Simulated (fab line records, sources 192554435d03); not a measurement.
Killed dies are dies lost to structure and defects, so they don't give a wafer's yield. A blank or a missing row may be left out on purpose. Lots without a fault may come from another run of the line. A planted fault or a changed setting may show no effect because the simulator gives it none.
Chamber matching | flow n5_finfet | N5_BEOL_M4_CO_CAP_55 on cvd_co-02: 3 sister chambers
The step material Co, precursor CCTBA/H2, target thk 2 nm, time 102.1 s. 30 wafers are shown with their chamber, then 12 later ones without.

WAFERS WITH THEIR CHAMBER
wafer  | chamber | heater_power_w (W)
L074.1 | 2       | 205
L074.3 | 1       | 267
L074.5 | 1       | 260
L075.2 | 1       | 260
L075.3 | 2       | 209
L075.6 | 1       | 271
L079.1 | 0       | 215
L079.3 | 2       | 207
L079.5 | 0       | 222
L078.1 | 2       | 209
L078.4 | 0       | 221
L078.6 | 1       | 271
L081.2 | 2       | 212
L081.5 | 0       | 218
L081.6 | 2       | 212
L082.2 | 2       | 210
L082.3 | 0       | 216
L082.5 | 0       | 220
L086.2 | 2       | 208
L086.3 | 1       | 268
L086.4 | 2       | 212
L083.3 | 2       | 213
L083.4 | 0       | 219
L083.5 | 1       | 269
L087.1 | 2       | 214
L087.4 | 1       | 264
L087.6 | 0       | 219
L088.1 | 0       | 220
L088.2 | 2       | 208
L088.4 | 2       | 208

SIGNATURES (means of the wafers above)
reading        | chamber 0 | chamber 1 | chamber 2 | scatter within a chamber
heater_power_w | 218.89    | 266.25    | 209.77    | 3.13
Rule: a wafer's distance from a chamber is the root of the sum, over the readings, of the square of ((its reading less the chamber's mean) divided by the reading's scatter). The wafer belongs to the nearest chamber; if the next one is less than 2 further off, it can't be placed. The scatter: the root of (the sum of the squares of (reading less its chamber's mean) over the shown wafers, divided by (wafers less chambers)).

WAFERS WITHOUT THEIR CHAMBER
wafer  | heater_power_w (W)
L090.2 | 264
L090.3 | 205
L090.6 | 211
L094.1 | 219
L094.2 | 213
L094.3 | 213
L091.1 | 204
L091.3 | 211
L091.6 | 215
L097.1 | 217
L097.2 | 222
L097.5 | 209

WHICH CHAMBER EACH WENT THROUGH
wafer  | from the rows above     | in truth
L090.2 | 1                       | 1
L090.3 | 2                       | 2
L090.6 | 2                       | 2
L094.1 | 0                       | 0
L094.2 | can't be placed: 2 or 0 | 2
L094.3 | can't be placed: 2 or 0 | 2
L091.1 | 2                       | 2
L091.3 | 2                       | 2
L091.6 | can't be placed: 0 or 2 | 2
L097.1 | can't be placed: 0 or 2 | 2
L097.2 | 0                       | 0
L097.5 | 2                       | 2
Placed correctly: 8 of 12. Can't be placed from these rows: 4 (the true chamber is among the candidates in 4). Placed wrongly: 0.
